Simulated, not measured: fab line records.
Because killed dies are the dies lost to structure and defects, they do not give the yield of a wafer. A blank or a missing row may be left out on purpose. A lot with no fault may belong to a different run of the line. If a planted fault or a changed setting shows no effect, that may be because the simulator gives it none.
Matching of chambers | flow n5_finfet | rie_diel-01 running N5_MOL_CONTACT_COAG_ETCH_66: 4 sister chambers
The step etches SiARC in CF4, target depth 13 nm, time 21.7 s. 14 wafers are shown with their chamber, then 7 later ones without.

EACH WAFER AND ITS CHAMBER
wafer  | chamber | drypump_motor_current_A (A) | showerhead_plenum_p_Torr (Torr) | oes_product_au (a.u.)
L080.1 | 1       | 4.7                         | 2.21                            | 0.63
L080.3 | 2       | 6.3                         | 2.10                            | 0.57
L080.5 | 2       | 6.3                         | 2.10                            | 0.57
L083.3 | 1       | 4.7                         | 2.21                            | 0.62
L083.5 | 3       | 4.8                         | 2.10                            | 0.58
L083.6 | 2       | 6.3                         | 2.09                            | 0.57
L084.2 | 3       | 4.9                         | 2.10                            | 0.57
L084.3 | 0       | 4.9                         | 2.12                            | 0.80
L084.6 | 3       | 4.9                         | 2.10                            | 0.57
L085.1 | 2       | 6.3                         | 2.09                            | 0.57
L085.3 | 3       | 4.9                         | 2.10                            | 0.57
L085.6 | 2       | 6.3                         | 2.09                            | 0.56
L087.1 | 0       | 4.9                         | 2.12                            | 0.80
L087.4 | 3       | 4.8                         | 2.10                            | 0.57

SIGNATURES (means of the wafers above)
reading                  | chamber 0 | chamber 1 | chamber 2 | chamber 3 | scatter within a chamber
drypump_motor_current_A  | 4.900     | 4.700     | 6.300     | 4.860     | 0.0346
showerhead_plenum_p_Torr | 2.1200    | 2.2100    | 2.0940    | 2.1000    | 0.00346
oes_product_au           | 0.8000    | 0.6250    | 0.5680    | 0.5720    | 0.00458
Rule: for each reading, subtract the chamber's mean from the wafer's reading, divide by that reading's scatter and square the result; add these up over the readings and take the root, which gives the wafer's distance from the chamber. The wafer belongs to the nearest chamber; if the next one is less than 2 further off, it can't be placed. The scatter: the root of (the sum of the squares of (reading less its chamber's mean) over the shown wafers, divided by (wafers less chambers)).

WAFERS WITH NO CHAMBER GIVEN
wafer  | drypump_motor_current_A (A) | showerhead_plenum_p_Torr (Torr) | oes_product_au (a.u.)
L087.6 | 4.7                         | 2.21                            | 0.62
L092.2 | 4.7                         | 2.20                            | 0.62
L092.3 | 6.3                         | 2.09                            | 0.56
L092.5 | 4.9                         | 2.12                            | 0.77
L093.3 | 4.9                         | 2.09                            | 0.84
L093.5 | 4.7                         | 2.20                            | 0.61
L093.6 | 4.9                         | 2.12                            | 0.77

CHAMBER TAKEN BY EACH
wafer  | from the rows above | in truth
L087.6 | 1                   | 1
L092.2 | 1                   | 1
L092.3 | 2                   | 2
L092.5 | 0                   | 0
L093.3 | 0                   | 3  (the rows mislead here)
L093.5 | 1                   | 1
L093.6 | 0                   | 0
Correctly placed: 6 of 7. Number that these rows cannot place: 0. Number placed wrongly: 1.
